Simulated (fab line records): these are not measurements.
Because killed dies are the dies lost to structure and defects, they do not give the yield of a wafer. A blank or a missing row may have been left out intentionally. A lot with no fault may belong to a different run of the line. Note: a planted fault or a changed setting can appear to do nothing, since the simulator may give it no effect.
Matching of chambers ; flow n5 finfet ; 3 sister chambers for N5_BEOL_M8_CURE_74 on uv cure-02
The step cures SiCOH lowk, time 240 s. 6 wafers are shown with their chamber, then 9 later ones without.

== WAFERS WITH THEIR CHAMBER ==
wafer;chamber;wafer_temp_C_max;lamp power pct (%)
L078.5;0;387.1;52.29
L078.6;0;386.4;52.36
L083.3;1;386.9;52.40
L083.5;1;386.5;52.33
L089.5;2;386.3;52.26
L089.6;2;385.9;52.25

== WAFERS WITH NO CHAMBER GIVEN ==
wafer;wafer_temp_C_max;lamp power pct (%)
L091.1;387.0;52.25
L091.4;386.6;52.29
L091.5;386.5;52.38
L091.2;386.8;52.34
L091.3;386.6;52.32
L091.6;386.3;52.43
L094.2;387.2;52.40
L094.3;388.0;52.31
L094.4;387.3;52.22

== THE CHAMBER EACH PASSED THROUGH ==
wafer;from the rows above;in truth
L091.1;can't be placed: 0 or 2 or 1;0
L091.4;can't be placed: 0 or 2 or 1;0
L091.5;can't be placed: 1 or 0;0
L091.2;can't be placed: 0 or 1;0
L091.3;can't be placed: 0 or 1 or 2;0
L091.6;can't be placed: 1 or 0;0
L094.2;can't be placed: 1 or 0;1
L094.3;can't be placed: 0 or 1 or 2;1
L094.4;can't be placed: 0 or 2 or 1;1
Correctly placed: 0 of 9. Unplaceable from these rows: 9, with the true chamber sitting among the candidates in 9. Wrongly placed: 0.
How it was worked out, from the rows above alone: a wafer's distance from a chamber is the root of the sum, over the readings, of the square of ((its reading less the chamber's mean) divided by the reading's scatter). If the next closest chamber is less than 2 further off than the closest, the wafer can't be placed; otherwise it belongs to the closest. The mean given for a chamber averages the wafers shown for that chamber. The scatter: the root of (the sum of the squares of (reading less its chamber's mean) over the shown wafers, divided by (wafers less chambers)).
